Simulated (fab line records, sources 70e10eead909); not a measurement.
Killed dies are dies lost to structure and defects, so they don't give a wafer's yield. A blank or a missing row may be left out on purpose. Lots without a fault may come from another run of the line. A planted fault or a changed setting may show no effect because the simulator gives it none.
A struck lot beside a sound one | flow nand_harc | 12 steps out of a route of 1159
Sound: wafers L935.3, L935.4, L935.5. Struck: wafers L946.1, L946.2. The cause comes at the end.
At each step with rows: each side's tool, then ch and its chambers, then its first start. Under that, the readings that differ: sound wafers | struck wafers | difference of the means | sigmas: that difference in standard deviations of wafers without a fault.
alike: readings whose means differ by less than 2 such deviations, and words and numbers that are the same on both sides. not compared: withheld readings, readings that some wafer has no value for, bounds like >300 that may hide the same value, and numbers for which the record gives no deviation and whose values overlap.
The two part at a step that has a row with sigmas, a row that says differs or no value, or rows on one side only. Numbers that don't overlap but have no deviation are shown without sigmas and don't part them. A reading that every wafer of one side lacks parts them only if that side has two wafers or more.

first, 1 step without rows for these wafers: NHARC_A_SLIT_SRD_20.
NHARC_A_SLIT_CD_MEAS_21:
  sound on cd_sem-03, day 14 14:41; struck on cd_sem-02, day 17 02:42
  alike: cd_nm
then, 3 steps without rows for these wafers: NHARC_A_SIN_REMOVE_WET_00 (chemistry H3PO4, time 15300 s); NHARC_A_SIN_REMOVE_PRECLEAN_01 (cleans in SC1); NHARC_A_SIN_REMOVE_SRD_02.
NHARC_A_SIN_REMOVE_INSPECT_04:
  sound on defect_inspect-01, day 14 22:22; struck on defect_inspect-01, day 17 09:35
  reading          | sound       | struck  | difference | sigmas
  raw_defect_count | 298 168 276 | 524 508 | +269       | +3
NHARC_A_WL_FILL_ALD_00: deposits Al2O3, target thk 3 nm, pulse time 3 s, ald cycles 30.
  sound on ald_hk-03 ch 0,2, day 14 22:27; struck on ald_hk-03 ch 2,3, day 17 09:50
  alike: heater_power_w, precursor_pulse_height_rel
NHARC_A_WL_FILL_RTA_01: time 5 s.
  sound on rtp_anneal-02 ch 0, day 14 22:45; struck on rtp_anneal-02 ch 0, day 17 10:17
  alike: anneal_temp_c_max, lamp_power_pct, lamp_zone_5_pct, lamp_zone_6_pct, wafer_temp_C_max
NHARC_A_WL_FILL_ALD_02: deposits TiN, target thk 2 nm, pulse time 3 s, ald cycles 100.
  sound on ald_metal-04 ch 0,3, day 14 22:54; struck on ald_metal-02 ch 0,3, day 17 10:30
  reading                    | sound             | struck      | difference | sigmas
  precursor_pulse_height_rel | 0.976 0.968 0.985 | 1.003 1.032 | +0.041     | +2
  alike: heater_power_w
NHARC_A_WL_FILL_CVD_03: deposits W, target thk 40 nm, time 3302 s.
  sound on cvd_w-01 ch 0,1, day 15 01:51; struck on cvd_w-01 ch 0,1, day 17 13:19
  alike: heater_power_w, mfc_wf6_sccm, throttle_valve_pct
NHARC_A_WL_FILL_ETCHBACK_04: etches the open film in NF3, target depth 60 nm, time 120 s.
  sound on rie_metal-02 ch 0,1, day 15 04:17; struck on rie_metal-02 ch 0,1, day 17 16:35
  reading                | sound             | struck      | difference                   | sigmas
  oes_product_au (a.u.)  | 0.983 0.997 0.991 | 0.773 0.773 | -0.217                       | -20
  rf_hours_counter_h (h) | - - -             | 0.0 0.0     | no value on the sound wafers |
  alike: drypump_motor_current_A
NHARC_A_WL_FILL_ETCHBACK_05: etches the open film in Cl2/BCl3, target depth 22 nm, time 60 s.
  sound on rie_metal-02 ch 0,1, day 15 04:29; struck on rie_metal-02 ch 0,1, day 17 16:50
  reading                | sound | struck  | difference                   | sigmas
  rf_hours_counter_h (h) | - - - | 0.1 0.1 | no value on the sound wafers |
  alike: drypump_motor_current_A, oes_product_au

WHERE THEY PART
First at NHARC_A_SIN_REMOVE_INSPECT_04; last, within this record, at NHARC_A_WL_FILL_ETCHBACK_05.

WHY: what the simulator had put in
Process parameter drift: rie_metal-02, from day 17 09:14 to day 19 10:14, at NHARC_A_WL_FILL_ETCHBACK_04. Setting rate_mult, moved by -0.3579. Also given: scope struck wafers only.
